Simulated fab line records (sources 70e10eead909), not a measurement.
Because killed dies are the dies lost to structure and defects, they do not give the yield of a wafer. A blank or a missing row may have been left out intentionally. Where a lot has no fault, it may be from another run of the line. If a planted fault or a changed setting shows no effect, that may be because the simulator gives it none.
The tool behind it: which one? / flow nand_harc / Sampling: 24 lots, 72 wafers, 6 of 1302 route steps

WHAT THE GAUGES SHOWED, per wafer
The record holds no reading of a measuring or inspecting step that can be judged against a usual standard deviation.

WHAT TOOL EACH LOT RAN ON (gives the tool, then ch and the chambers of the sampled wafers, and finally the start)
lot=L074; NHARC_A_M1_DEGAS_29=pvd_sputter-02, day 23 08:56; NHARC_A_M1_PVD_21=pvd_sputter-02, day 23 14:16 or earlier; NHARC_A_BONDPAD_ETCH_24=rie_diel-08 ch 0,1,3, day 23 14:16 or earlier; NHARC_A_BONDPAD_ANNEAL_28=rtp_anneal-01 ch 0, day 23 14:16; NHARC_THIN_TSV_CMP_01=cmp-03 ch 1,2,3, day 24 01:43; NHARC_THIN_TSV_ETCH_15=rie_si-03 ch 0,1,3, day 24 03:49
lot=L075; NHARC_A_M1_DEGAS_29=pvd_sputter-01, day 23 22:46; NHARC_A_M1_PVD_21=pvd_sputter-01, day 24 04:20 or earlier; NHARC_A_BONDPAD_ETCH_24=rie_diel-12 ch 1,3, day 24 04:20 or earlier; NHARC_A_BONDPAD_ANNEAL_28=rtp_anneal-01 ch 0, day 24 04:20; NHARC_THIN_TSV_CMP_01=cmp-02 ch 0,2, day 24 17:22; NHARC_THIN_TSV_ETCH_15=rie_si-03 ch 1,2,3, day 24 19:29
lot=L076; NHARC_A_M1_DEGAS_29=pvd_sputter-03, day 24 05:19; NHARC_A_M1_PVD_21=pvd_sputter-03, day 24 10:50 or earlier; NHARC_A_BONDPAD_ETCH_24=rie_diel-12 ch 0,1,3, day 24 10:50 or earlier; NHARC_A_BONDPAD_ANNEAL_28=rtp_anneal-01 ch 0, day 24 10:50; NHARC_THIN_TSV_CMP_01=cmp-03 ch 1,2,3, day 25 02:26; NHARC_THIN_TSV_ETCH_15=rie_si-02 ch 0,1,3, day 25 04:29
lot=L078; NHARC_A_M1_DEGAS_29=pvd_sputter-03, day 24 10:54; NHARC_A_M1_PVD_21=pvd_sputter-03, day 24 16:18 or earlier; NHARC_A_BONDPAD_ETCH_24=rie_diel-12 ch 0,2, day 24 16:18 or earlier; NHARC_A_BONDPAD_ANNEAL_28=rtp_anneal-01 ch 0, day 24 16:18; NHARC_THIN_TSV_CMP_01=cmp-01 ch 0,3, day 25 03:38; NHARC_THIN_TSV_ETCH_15=rie_si-02 ch 0,1,3, day 25 05:41
lot=L077; NHARC_A_M1_DEGAS_29=pvd_sputter-01, day 24 11:35; NHARC_A_M1_PVD_21=pvd_sputter-01, day 24 16:58 or earlier; NHARC_A_BONDPAD_ETCH_24=rie_diel-12 ch 0,2,3, day 24 16:58 or earlier; NHARC_A_BONDPAD_ANNEAL_28=rtp_anneal-02 ch 0, day 24 16:58; NHARC_THIN_TSV_CMP_01=cmp-03 ch 1,3, day 25 04:50; NHARC_THIN_TSV_ETCH_15=rie_si-04 ch 0,2, day 25 06:58
lot=L079; NHARC_A_M1_DEGAS_29=pvd_sputter-03, day 24 17:02; NHARC_A_M1_PVD_21=pvd_sputter-03, day 24 22:16 or earlier; NHARC_A_BONDPAD_ETCH_24=rie_diel-08 ch 0,1, day 24 22:16 or earlier; NHARC_A_BONDPAD_ANNEAL_28=rtp_anneal-01 ch 0, day 24 22:16; NHARC_THIN_TSV_CMP_01=cmp-02 ch 0,1, day 25 11:46; NHARC_THIN_TSV_ETCH_15=rie_si-02 ch 2,3, day 25 13:56
lot=L080; NHARC_A_M1_DEGAS_29=pvd_sputter-03, day 25 09:49; NHARC_A_M1_PVD_21=pvd_sputter-03, day 25 15:16 or earlier; NHARC_A_BONDPAD_ETCH_24=rie_diel-08 ch 0,1,3, day 25 15:16 or earlier; NHARC_A_BONDPAD_ANNEAL_28=rtp_anneal-01 ch 0, day 25 15:16; NHARC_THIN_TSV_CMP_01=cmp-01 ch 1,2,3, day 26 03:03; NHARC_THIN_TSV_ETCH_15=rie_si-03 ch 0,1,3, day 26 05:11
lot=L081; NHARC_A_M1_DEGAS_29=pvd_sputter-03, day 25 12:46; NHARC_A_M1_PVD_21=pvd_sputter-03, day 25 18:27 or earlier; NHARC_A_BONDPAD_ETCH_24=rie_diel-08 ch 0,1,2, day 25 18:27 or earlier; NHARC_A_BONDPAD_ANNEAL_28=rtp_anneal-02 ch 0, day 25 18:27; NHARC_THIN_TSV_CMP_01=cmp-01 ch 1,3, day 26 04:13; NHARC_THIN_TSV_ETCH_15=rie_si-03 ch 0,1, day 26 06:29
lot=L082; NHARC_A_M1_DEGAS_29=pvd_sputter-01, day 26 10:04; NHARC_A_M1_PVD_21=pvd_sputter-01, day 26 15:28 or earlier; NHARC_A_BONDPAD_ETCH_24=rie_diel-03 ch 0,1,3, day 26 15:28 or earlier; NHARC_A_BONDPAD_ANNEAL_28=rtp_anneal-02 ch 0, day 26 15:28; NHARC_THIN_TSV_CMP_01=cmp-01 ch 1,2,3, day 27 03:23; NHARC_THIN_TSV_ETCH_15=rie_si-04 ch 0,1,3, day 27 05:29
lot=L083; NHARC_A_M1_DEGAS_29=pvd_sputter-02, day 27 08:41; NHARC_A_M1_PVD_21=pvd_sputter-02, day 27 15:13 or earlier; NHARC_A_BONDPAD_ETCH_24=rie_diel-08 ch 1,3, day 27 15:13 or earlier; NHARC_A_BONDPAD_ANNEAL_28=rtp_anneal-01 ch 0, day 27 15:13; NHARC_THIN_TSV_CMP_01=cmp-01 ch 0,2,3, day 28 02:59; NHARC_THIN_TSV_ETCH_15=rie_si-02 ch 2,3, day 28 05:05
lot=L084; NHARC_A_M1_DEGAS_29=pvd_sputter-01, day 27 14:23; NHARC_A_M1_PVD_21=pvd_sputter-01, day 27 19:40 or earlier; NHARC_A_BONDPAD_ETCH_24=rie_diel-12 ch 0,1,2, day 27 19:40 or earlier; NHARC_A_BONDPAD_ANNEAL_28=rtp_anneal-01 ch 0, day 27 19:40; NHARC_THIN_TSV_CMP_01=cmp-01 ch 1,2,3, day 28 12:13; NHARC_THIN_TSV_ETCH_15=rie_si-03 ch 0,1,3, day 28 14:13
lot=L085; NHARC_A_M1_DEGAS_29=pvd_sputter-01, day 27 16:46; NHARC_A_M1_PVD_21=pvd_sputter-01, day 27 22:16 or earlier; NHARC_A_BONDPAD_ETCH_24=rie_diel-08 ch 1,2, day 27 22:16 or earlier; NHARC_A_BONDPAD_ANNEAL_28=rtp_anneal-02 ch 0, day 27 22:16; NHARC_THIN_TSV_CMP_01=cmp-01 ch 1,2,3, day 28 11:03; NHARC_THIN_TSV_ETCH_15=rie_si-02 ch 1,2, day 28 13:09
lot=L086; NHARC_A_M1_DEGAS_29=pvd_sputter-01, day 28 14:43; NHARC_A_M1_PVD_21=pvd_sputter-01, day 28 20:24 or earlier; NHARC_A_BONDPAD_ETCH_24=rie_diel-08 ch 1,2,3, day 28 20:24 or earlier; NHARC_A_BONDPAD_ANNEAL_28=rtp_anneal-01 ch 0, day 28 20:24; NHARC_THIN_TSV_CMP_01=cmp-02 ch 0,3, day 29 12:24; NHARC_THIN_TSV_ETCH_15=rie_si-04 ch 0,1,3, day 29 14:32
lot=L087; NHARC_A_M1_DEGAS_29=pvd_sputter-01, day 28 17:53; NHARC_A_M1_PVD_21=pvd_sputter-01, day 28 23:09 or earlier; NHARC_A_BONDPAD_ETCH_24=rie_diel-08 ch 0,1,2, day 28 23:09 or earlier; NHARC_A_BONDPAD_ANNEAL_28=rtp_anneal-01 ch 0, day 28 23:09; NHARC_THIN_TSV_CMP_01=cmp-01 ch 0,2,3, day 29 13:37; NHARC_THIN_TSV_ETCH_15=rie_si-03 ch 1,2,3, day 29 15:44
lot=L088; NHARC_A_M1_DEGAS_29=pvd_sputter-02, day 28 23:33; NHARC_A_M1_PVD_21=pvd_sputter-02, day 29 04:54 or earlier; NHARC_A_BONDPAD_ETCH_24=rie_diel-12 ch 0,1,3, day 29 04:54 or earlier; NHARC_A_BONDPAD_ANNEAL_28=rtp_anneal-01 ch 0, day 29 04:54; NHARC_THIN_TSV_CMP_01=cmp-01 ch 0,2,3, day 29 16:48; NHARC_THIN_TSV_ETCH_15=rie_si-03 ch 0,1, day 29 18:53
lot=L089; NHARC_A_M1_DEGAS_29=pvd_sputter-03, day 29 05:46; NHARC_A_M1_PVD_21=pvd_sputter-03, day 29 11:19 or earlier; NHARC_A_BONDPAD_ETCH_24=rie_diel-08 ch 0,1,3, day 29 11:19 or earlier; NHARC_A_BONDPAD_ANNEAL_28=rtp_anneal-02 ch 0, day 29 11:19; NHARC_THIN_TSV_CMP_01=cmp-03 ch 0,2,3, day 29 23:06; NHARC_THIN_TSV_ETCH_15=rie_si-02 ch 0,2,3, day 30 01:12
lot=L090; NHARC_A_M1_DEGAS_29=pvd_sputter-02, day 29 07:52; NHARC_A_M1_PVD_21=pvd_sputter-02, day 29 13:27 or earlier; NHARC_A_BONDPAD_ETCH_24=rie_diel-03 ch 0,2,3, day 29 13:27 or earlier; NHARC_A_BONDPAD_ANNEAL_28=rtp_anneal-01 ch 0, day 29 13:27; NHARC_THIN_TSV_CMP_01=cmp-01 ch 0,2,3, day 30 00:20; NHARC_THIN_TSV_ETCH_15=rie_si-03 ch 0,2, day 30 02:26
lot=L091; NHARC_A_M1_DEGAS_29=pvd_sputter-03, day 30 00:17; NHARC_A_M1_PVD_21=pvd_sputter-03, day 30 05:42 or earlier; NHARC_A_BONDPAD_ETCH_24=rie_diel-12 ch 1,2,3, day 30 05:42 or earlier; NHARC_A_BONDPAD_ANNEAL_28=rtp_anneal-01 ch 0, day 30 05:42; NHARC_THIN_TSV_CMP_01=cmp-03 ch 2,3, day 30 17:38; NHARC_THIN_TSV_ETCH_15=rie_si-02 ch 1,3, day 30 19:47
lot=L092; NHARC_A_M1_DEGAS_29=pvd_sputter-01, day 30 01:40; NHARC_A_M1_PVD_21=pvd_sputter-01, day 30 07:05 or earlier; NHARC_A_BONDPAD_ETCH_24=rie_diel-03 ch 2,3, day 30 07:05 or earlier; NHARC_A_BONDPAD_ANNEAL_28=rtp_anneal-02 ch 0, day 30 07:05; NHARC_THIN_TSV_CMP_01=cmp-02 ch 1,3, day 30 18:50; NHARC_THIN_TSV_ETCH_15=rie_si-03 ch 0,2,3, day 30 20:50
lot=L093; NHARC_A_M1_DEGAS_29=pvd_sputter-02, day 30 15:41; NHARC_A_M1_PVD_21=pvd_sputter-02, day 30 21:07 or earlier; NHARC_A_BONDPAD_ETCH_24=rie_diel-12 ch 1,2,3, day 30 21:07 or earlier; NHARC_A_BONDPAD_ANNEAL_28=rtp_anneal-01 ch 0, day 30 21:07; NHARC_THIN_TSV_CMP_01=cmp-01 ch 1,2,3, day 31 09:40; NHARC_THIN_TSV_ETCH_15=rie_si-02 ch 1,2,3, day 31 11:48
lot=L095; NHARC_A_M1_DEGAS_29=pvd_sputter-03, day 31 06:38; NHARC_A_M1_PVD_21=pvd_sputter-03, day 31 12:22 or earlier; NHARC_A_BONDPAD_ETCH_24=rie_diel-03 ch 0,2,3, day 31 12:22 or earlier; NHARC_A_BONDPAD_ANNEAL_28=rtp_anneal-01 ch 0, day 31 12:22; NHARC_THIN_TSV_CMP_01=cmp-03 ch 0,1,3, day 32 01:16; NHARC_THIN_TSV_ETCH_15=rie_si-04 ch 0,3, day 32 03:13
lot=L096; NHARC_A_M1_DEGAS_29=pvd_sputter-02, day 31 08:17; NHARC_A_M1_PVD_21=pvd_sputter-02, day 31 13:31 or earlier; NHARC_A_BONDPAD_ETCH_24=rie_diel-03 ch 0,1,2, day 31 13:31 or earlier; NHARC_A_BONDPAD_ANNEAL_28=rtp_anneal-02 ch 0, day 31 13:31; NHARC_THIN_TSV_CMP_01=cmp-01 ch 0,2,3, day 32 02:29; NHARC_THIN_TSV_ETCH_15=rie_si-04 ch 0,1,2, day 32 04:43
lot=L094; NHARC_A_M1_DEGAS_29=pvd_sputter-03, day 31 20:41; NHARC_A_M1_PVD_21=pvd_sputter-03, day 32 00:55 or earlier; NHARC_A_BONDPAD_ETCH_24=rie_diel-03 ch 0,2,3, day 32 00:55; NHARC_A_BONDPAD_ANNEAL_28=rtp_anneal-01 ch 0, day 32 02:04; NHARC_THIN_TSV_CMP_01=cmp-01 ch 1,3, day 32 14:07; NHARC_THIN_TSV_ETCH_15=rie_si-02 ch 0,2,3, day 32 16:14
lot=L097; NHARC_A_M1_DEGAS_29=pvd_sputter-02, day 32 09:13; NHARC_A_M1_PVD_21=pvd_sputter-02, day 32 14:38 or earlier; NHARC_A_BONDPAD_ETCH_24=rie_diel-12 ch 2,3, day 32 14:38 or earlier; NHARC_A_BONDPAD_ANNEAL_28=rtp_anneal-01 ch 0, day 32 14:38; NHARC_THIN_TSV_CMP_01=cmp-01 ch 0,1,3, day 33 02:55; NHARC_THIN_TSV_ETCH_15=rie_si-02 ch 0,2, day 33 05:02
- NHARC_A_M1_DEGAS_29: time 60 s.
- NHARC_A_M1_PVD_21: deposits Cu, target thk 30 nm, time 20.49 s.
- NHARC_A_BONDPAD_ETCH_24: etches the open film in CF4/N2, target depth 30 nm, time 72.99 s.
- NHARC_A_BONDPAD_ANNEAL_28: time 90 s.
- NHARC_THIN_TSV_CMP_01: polishes.
- NHARC_THIN_TSV_ETCH_15: target depth 3000 nm, bosch target overetch cycles 2, bosch etch step 2.8 s.

AS READ BY THE TOOLS THEMSELVES (means over the sampled wafers that have a number; for cases with no such wafer, the mark the record gives instead)
NHARC_A_M1_DEGAS_29. Usual: heater_power_w reads 339 W (standard deviation 45).
lot=L074; tool=pvd_sputter-02; heater_power_w (W)=334; flag=
lot=L075; tool=pvd_sputter-01; heater_power_w (W)=332; flag=
lot=L076; tool=pvd_sputter-03; heater_power_w (W)=388; flag=
lot=L078; tool=pvd_sputter-03; heater_power_w (W)=422; flag=
lot=L077; tool=pvd_sputter-01; heater_power_w (W)=338; flag=
lot=L079; tool=pvd_sputter-03; heater_power_w (W)=381; flag=
lot=L080; tool=pvd_sputter-03; heater_power_w (W)=371; flag=
lot=L081; tool=pvd_sputter-03; heater_power_w (W)=300; flag=
lot=L082; tool=pvd_sputter-01; heater_power_w (W)=320; flag=
lot=L083; tool=pvd_sputter-02; heater_power_w (W)=345; flag=
lot=L084; tool=pvd_sputter-01; heater_power_w (W)=341; flag=
lot=L085; tool=pvd_sputter-01; heater_power_w (W)=327; flag=
lot=L086; tool=pvd_sputter-01; heater_power_w (W)=319; flag=
lot=L087; tool=pvd_sputter-01; heater_power_w (W)=341; flag=
lot=L088; tool=pvd_sputter-02; heater_power_w (W)=295; flag=
lot=L089; tool=pvd_sputter-03; heater_power_w (W)=334; flag=
lot=L090; tool=pvd_sputter-02; heater_power_w (W)=332; flag=
lot=L091; tool=pvd_sputter-03; heater_power_w (W)=347; flag=
lot=L092; tool=pvd_sputter-01; heater_power_w (W)=322; flag=
lot=L093; tool=pvd_sputter-02; heater_power_w (W)=286; flag=
lot=L095; tool=pvd_sputter-03; heater_power_w (W)=335; flag=
lot=L096; tool=pvd_sputter-02; heater_power_w (W)=301; flag=
lot=L094; tool=pvd_sputter-03; heater_power_w (W)=345; flag=
lot=L097; tool=pvd_sputter-02; heater_power_w (W)=310; flag=

NHARC_A_M1_PVD_21. Usual: throttle_valve_pct reads 29.7 % (standard deviation 0.93).
lot=L074; tool=pvd_sputter-02; throttle_valve_pct (%)=29.4; flag=
lot=L075; tool=pvd_sputter-01; throttle_valve_pct (%)=29.1; flag=
lot=L076; tool=pvd_sputter-03; throttle_valve_pct (%)=30.2; flag=
lot=L078; tool=pvd_sputter-03; throttle_valve_pct (%)=29.5; flag=
lot=L077; tool=pvd_sputter-01; throttle_valve_pct (%)=29.7; flag=
lot=L079; tool=pvd_sputter-03; throttle_valve_pct (%)=30.2; flag=
lot=L080; tool=pvd_sputter-03; throttle_valve_pct (%)=29.5; flag=
lot=L081; tool=pvd_sputter-03; throttle_valve_pct (%)=30.3; flag=
lot=L082; tool=pvd_sputter-01; throttle_valve_pct (%)=29.4; flag=
lot=L083; tool=pvd_sputter-02; throttle_valve_pct (%)=28.9; flag=
lot=L084; tool=pvd_sputter-01; throttle_valve_pct (%)=30.3; flag=
lot=L085; tool=pvd_sputter-01; throttle_valve_pct (%)=30.7; flag=
lot=L086; tool=pvd_sputter-01; throttle_valve_pct (%)=30.1; flag=
lot=L087; tool=pvd_sputter-01; throttle_valve_pct (%)=29.6; flag=
lot=L088; tool=pvd_sputter-02; throttle_valve_pct (%)=29.5; flag=
lot=L089; tool=pvd_sputter-03; throttle_valve_pct (%)=29.5; flag=
lot=L090; tool=pvd_sputter-02; throttle_valve_pct (%)=29.8; flag=
lot=L091; tool=pvd_sputter-03; throttle_valve_pct (%)=30.0; flag=
lot=L092; tool=pvd_sputter-01; throttle_valve_pct (%)=30.2; flag=
lot=L093; tool=pvd_sputter-02; throttle_valve_pct (%)=29.2; flag=
lot=L095; tool=pvd_sputter-03; throttle_valve_pct (%)=29.9; flag=
lot=L096; tool=pvd_sputter-02; throttle_valve_pct (%)=29.7; flag=
lot=L094; tool=pvd_sputter-03; throttle_valve_pct (%)=30.3; flag=
lot=L097; tool=pvd_sputter-02; throttle_valve_pct (%)=29.7; flag=

NHARC_A_BONDPAD_ETCH_24. Usual: drypump_motor_current_A 5.7 A, standard deviation 0.38; oes_product_au 1.001 a.u., standard deviation 0.015; rf_vpp_V 313.1 V, standard deviation 1.9; showerhead_plenum_p_Torr 2.56 Torr, standard deviation 0.1; throttle_valve_pct 19.794 %, standard deviation 0.0081.
lot=L074; tool=rie_diel-08; drypump_motor_current_A (A)=5.8; oes_product_au (a.u.)=1.002; rf_vpp_V (V)=312.1; showerhead_plenum_p_Torr (Torr)=2.56; throttle_valve_pct (%)=19.795; flag=
lot=L075; tool=rie_diel-12; drypump_motor_current_A (A)=5.9; oes_product_au (a.u.)=0.999; rf_vpp_V (V)=314.5; showerhead_plenum_p_Torr (Torr)=2.63; throttle_valve_pct (%)=19.792; flag=
lot=L076; tool=rie_diel-12; drypump_motor_current_A (A)=5.6; oes_product_au (a.u.)=0.994; rf_vpp_V (V)=314.0; showerhead_plenum_p_Torr (Torr)=2.61; throttle_valve_pct (%)=19.790; flag=
lot=L078; tool=rie_diel-12; drypump_motor_current_A (A)=5.2; oes_product_au (a.u.)=1.001; rf_vpp_V (V)=312.5; showerhead_plenum_p_Torr (Torr)=2.50; throttle_valve_pct (%)=19.790; flag=
lot=L077; tool=rie_diel-12; drypump_motor_current_A (A)=5.5; oes_product_au (a.u.)=0.999; rf_vpp_V (V)=313.2; showerhead_plenum_p_Torr (Torr)=2.56; throttle_valve_pct (%)=19.792; flag=
lot=L079; tool=rie_diel-08; drypump_motor_current_A (A)=5.9; oes_product_au (a.u.)=1.003; rf_vpp_V (V)=311.1; showerhead_plenum_p_Torr (Torr)=2.45; throttle_valve_pct (%)=19.793; flag=
lot=L080; tool=rie_diel-08; drypump_motor_current_A (A)=5.7; oes_product_au (a.u.)=1.011; rf_vpp_V (V)=314.2; showerhead_plenum_p_Torr (Torr)=2.55; throttle_valve_pct (%)=19.797; flag=
lot=L081; tool=rie_diel-08; drypump_motor_current_A (A)=5.7; oes_product_au (a.u.)=0.994; rf_vpp_V (V)=310.6; showerhead_plenum_p_Torr (Torr)=2.49; throttle_valve_pct (%)=19.795; flag=
lot=L082; tool=rie_diel-03; drypump_motor_current_A (A)=5.8; oes_product_au (a.u.)=0.991; rf_vpp_V (V)=312.5; showerhead_plenum_p_Torr (Torr)=2.55; throttle_valve_pct (%)=19.783; flag=
lot=L083; tool=rie_diel-08; drypump_motor_current_A (A)=5.4; oes_product_au (a.u.)=1.023; rf_vpp_V (V)=313.9; showerhead_plenum_p_Torr (Torr)=2.56; throttle_valve_pct (%)=19.784; flag=
lot=L084; tool=rie_diel-12; drypump_motor_current_A (A)=5.5; oes_product_au (a.u.)=0.999; rf_vpp_V (V)=312.6; showerhead_plenum_p_Torr (Torr)=2.52; throttle_valve_pct (%)=19.805; flag=
lot=L085; tool=rie_diel-08; drypump_motor_current_A (A)=5.5; oes_product_au (a.u.)=0.991; rf_vpp_V (V)=312.8; showerhead_plenum_p_Torr (Torr)=2.53; throttle_valve_pct (%)=19.794; flag=
lot=L086; tool=rie_diel-08; drypump_motor_current_A (A)=5.5; oes_product_au (a.u.)=1.005; rf_vpp_V (V)=313.2; showerhead_plenum_p_Torr (Torr)=2.59; throttle_valve_pct (%)=19.799; flag=
lot=L087; tool=rie_diel-08; drypump_motor_current_A (A)=5.7; oes_product_au (a.u.)=1.011; rf_vpp_V (V)=312.1; showerhead_plenum_p_Torr (Torr)=2.49; throttle_valve_pct (%)=19.790; flag=
lot=L088; tool=rie_diel-12; drypump_motor_current_A (A)=5.6; oes_product_au (a.u.)=0.998; rf_vpp_V (V)=313.6; showerhead_plenum_p_Torr (Torr)=2.60; throttle_valve_pct (%)=19.787; flag=
lot=L089; tool=rie_diel-08; drypump_motor_current_A (A)=5.7; oes_product_au (a.u.)=1.008; rf_vpp_V (V)=311.6; showerhead_plenum_p_Torr (Torr)=2.55; throttle_valve_pct (%)=19.804; flag=
lot=L090; tool=rie_diel-03; drypump_motor_current_A (A)=6.0; oes_product_au (a.u.)=1.001; rf_vpp_V (V)=313.2; showerhead_plenum_p_Torr (Torr)=2.54; throttle_valve_pct (%)=19.799; flag=
lot=L091; tool=rie_diel-12; drypump_motor_current_A (A)=5.8; oes_product_au (a.u.)=1.007; rf_vpp_V (V)=313.4; showerhead_plenum_p_Torr (Torr)=2.58; throttle_valve_pct (%)=19.794; flag=
lot=L092; tool=rie_diel-03; drypump_motor_current_A (A)=5.9; oes_product_au (a.u.)=0.998; rf_vpp_V (V)=312.5; showerhead_plenum_p_Torr (Torr)=2.55; throttle_valve_pct (%)=19.793; flag=
lot=L093; tool=rie_diel-12; drypump_motor_current_A (A)=5.9; oes_product_au (a.u.)=1.004; rf_vpp_V (V)=313.6; showerhead_plenum_p_Torr (Torr)=2.58; throttle_valve_pct (%)=19.793; flag=
lot=L095; tool=rie_diel-03; drypump_motor_current_A (A)=6.0; oes_product_au (a.u.)=0.994; rf_vpp_V (V)=311.9; showerhead_plenum_p_Torr (Torr)=2.54; throttle_valve_pct (%)=19.792; flag=
lot=L096; tool=rie_diel-03; drypump_motor_current_A (A)=5.9; oes_product_au (a.u.)=0.998; rf_vpp_V (V)=313.9; showerhead_plenum_p_Torr (Torr)=2.59; throttle_valve_pct (%)=19.790; flag=
lot=L094; tool=rie_diel-03; drypump_motor_current_A (A)=6.0; oes_product_au (a.u.)=1.000; rf_vpp_V (V)=312.9; showerhead_plenum_p_Torr (Torr)=2.54; throttle_valve_pct (%)=19.796; flag=
lot=L097; tool=rie_diel-12; drypump_motor_current_A (A)=5.8; oes_product_au (a.u.)=1.008; rf_vpp_V (V)=314.0; showerhead_plenum_p_Torr (Torr)=2.61; throttle_valve_pct (%)=19.792; flag=

NHARC_A_BONDPAD_ANNEAL_28. Usual: wafer_temp_C_max reads 226.2 (standard deviation 0.44).
lot=L074 tool=rtp_anneal-01 wafer_temp_C_max=226.4 flag=
lot=L075 tool=rtp_anneal-01 wafer_temp_C_max=226.3 flag=
lot=L076 tool=rtp_anneal-01 wafer_temp_C_max=226.2 flag=
lot=L078 tool=rtp_anneal-01 wafer_temp_C_max=226.1 flag=
lot=L077 tool=rtp_anneal-02 wafer_temp_C_max=225.8 flag=
lot=L079 tool=rtp_anneal-01 wafer_temp_C_max=226.7 flag=
lot=L080 tool=rtp_anneal-01 wafer_temp_C_max=226.4 flag=
lot=L081 tool=rtp_anneal-02 wafer_temp_C_max=225.8 flag=
lot=L082 tool=rtp_anneal-02 wafer_temp_C_max=225.7 flag=
lot=L083 tool=rtp_anneal-01 wafer_temp_C_max=226.5 flag=
lot=L084 tool=rtp_anneal-01 wafer_temp_C_max=226.4 flag=
lot=L085 tool=rtp_anneal-02 wafer_temp_C_max=225.5 flag=
lot=L086 tool=rtp_anneal-01 wafer_temp_C_max=226.5 flag=
lot=L087 tool=rtp_anneal-01 wafer_temp_C_max=226.1 flag=
lot=L088 tool=rtp_anneal-01 wafer_temp_C_max=226.5 flag=
lot=L089 tool=rtp_anneal-02 wafer_temp_C_max=225.5 flag=
lot=L090 tool=rtp_anneal-01 wafer_temp_C_max=226.3 flag=
lot=L091 tool=rtp_anneal-01 wafer_temp_C_max=226.2 flag=
lot=L092 tool=rtp_anneal-02 wafer_temp_C_max=225.8 flag=
lot=L093 tool=rtp_anneal-01 wafer_temp_C_max=226.4 flag=
lot=L095 tool=rtp_anneal-01 wafer_temp_C_max=226.3 flag=
lot=L096 tool=rtp_anneal-02 wafer_temp_C_max=225.6 flag=
lot=L094 tool=rtp_anneal-01 wafer_temp_C_max=226.8 flag=
lot=L097 tool=rtp_anneal-01 wafer_temp_C_max=226.1 flag=

NHARC_THIN_TSV_CMP_01. Usual: edge_zone_pressure_frac 1.000, standard deviation 0.005; motor_current_A 11.7 A, standard deviation 0.83.
lot=L074; tool=cmp-03; edge_zone_pressure_frac=1.004; motor_current_A (A)=12.5; flag=
lot=L075; tool=cmp-02; edge_zone_pressure_frac=0.998; motor_current_A (A)=12.1; flag=
lot=L076; tool=cmp-03; edge_zone_pressure_frac=0.997; motor_current_A (A)=12.6; flag=
lot=L078; tool=cmp-01; edge_zone_pressure_frac=1.000; motor_current_A (A)=11.5; flag=
lot=L077; tool=cmp-03; edge_zone_pressure_frac=0.993; motor_current_A (A)=12.3; flag=
lot=L079; tool=cmp-02; edge_zone_pressure_frac=0.999; motor_current_A (A)=10.9; flag=
lot=L080; tool=cmp-01; edge_zone_pressure_frac=1.001; motor_current_A (A)=11.5; flag=
lot=L081; tool=cmp-01; edge_zone_pressure_frac=1.007; motor_current_A (A)=11.4; flag=
lot=L082; tool=cmp-01; edge_zone_pressure_frac=0.991; motor_current_A (A)=11.0; flag=
lot=L083; tool=cmp-01; edge_zone_pressure_frac=0.999; motor_current_A (A)=11.4; flag=
lot=L084; tool=cmp-01; edge_zone_pressure_frac=1.001; motor_current_A (A)=11.4; flag=
lot=L085; tool=cmp-01; edge_zone_pressure_frac=0.999; motor_current_A (A)=11.7; flag=
lot=L086; tool=cmp-02; edge_zone_pressure_frac=1.005; motor_current_A (A)=10.9; flag=
lot=L087; tool=cmp-01; edge_zone_pressure_frac=0.998; motor_current_A (A)=12.0; flag=
lot=L088; tool=cmp-01; edge_zone_pressure_frac=0.997; motor_current_A (A)=12.1; flag=
lot=L089; tool=cmp-03; edge_zone_pressure_frac=1.001; motor_current_A (A)=11.8; flag=
lot=L090; tool=cmp-01; edge_zone_pressure_frac=1.004; motor_current_A (A)=12.0; flag=
lot=L091; tool=cmp-03; edge_zone_pressure_frac=1.002; motor_current_A (A)=12.1; flag=
lot=L092; tool=cmp-02; edge_zone_pressure_frac=0.999; motor_current_A (A)=11.0; flag=
lot=L093; tool=cmp-01; edge_zone_pressure_frac=0.999; motor_current_A (A)=12.0; flag=
lot=L095; tool=cmp-03; edge_zone_pressure_frac=0.994; motor_current_A (A)=11.7; flag=
lot=L096; tool=cmp-01; edge_zone_pressure_frac=1.001; motor_current_A (A)=11.8; flag=
lot=L094; tool=cmp-01; edge_zone_pressure_frac=0.994; motor_current_A (A)=11.1; flag=
lot=L097; tool=cmp-01; edge_zone_pressure_frac=0.994; motor_current_A (A)=11.5; flag=

NHARC_THIN_TSV_ETCH_15. Usual: drypump_motor_current_A reads 5.6 A (standard deviation 0.36).
lot=L074; tool=rie_si-03; drypump_motor_current_A (A)=5.5; flag=
lot=L075; tool=rie_si-03; drypump_motor_current_A (A)=5.6; flag=
lot=L076; tool=rie_si-02; drypump_motor_current_A (A)=5.5; flag=
lot=L078; tool=rie_si-02; drypump_motor_current_A (A)=5.5; flag=
lot=L077; tool=rie_si-04; drypump_motor_current_A (A)=5.8; flag=
lot=L079; tool=rie_si-02; drypump_motor_current_A (A)=5.8; flag=
lot=L080; tool=rie_si-03; drypump_motor_current_A (A)=5.5; flag=
lot=L081; tool=rie_si-03; drypump_motor_current_A (A)=5.2; flag=
lot=L082; tool=rie_si-04; drypump_motor_current_A (A)=6.1; flag=
lot=L083; tool=rie_si-02; drypump_motor_current_A (A)=5.8; flag=
lot=L084; tool=rie_si-03; drypump_motor_current_A (A)=5.5; flag=
lot=L085; tool=rie_si-02; drypump_motor_current_A (A)=5.4; flag=
lot=L086; tool=rie_si-04; drypump_motor_current_A (A)=6.1; flag=
lot=L087; tool=rie_si-03; drypump_motor_current_A (A)=5.7; flag=
lot=L088; tool=rie_si-03; drypump_motor_current_A (A)=5.2; flag=
lot=L089; tool=rie_si-02; drypump_motor_current_A (A)=5.7; flag=
lot=L090; tool=rie_si-03; drypump_motor_current_A (A)=5.6; flag=
lot=L091; tool=rie_si-02; drypump_motor_current_A (A)=5.3; flag=
lot=L092; tool=rie_si-03; drypump_motor_current_A (A)=5.6; flag=
lot=L093; tool=rie_si-02; drypump_motor_current_A (A)=5.5; flag=
lot=L095; tool=rie_si-04; drypump_motor_current_A (A)=6.0; flag=
lot=L096; tool=rie_si-04; drypump_motor_current_A (A)=6.0; flag=
lot=L094; tool=rie_si-02; drypump_motor_current_A (A)=5.7; flag=
lot=L097; tool=rie_si-02; drypump_motor_current_A (A)=5.6; flag=

THE ANSWER, worked out from the rows above alone
Rule: take the mean of a lot's wafers that have a number; if it is more than 3 standard deviations from the usual mean, the lot is off. A lot without any number at a reading at which 4 lots or more have one is off too. All remaining lots with rows at the step are treated as sound. First the gauges in route order, then the tools' own readings, where a lot's mean is used as printed above. The first step at which some lot is off is used, and at that step the reading that is off furthest; a lot without a number counts as furthest.
None of the lots is off at any reading shown; this tells nothing.

WHAT THE SIMULATOR HAD INSERTED
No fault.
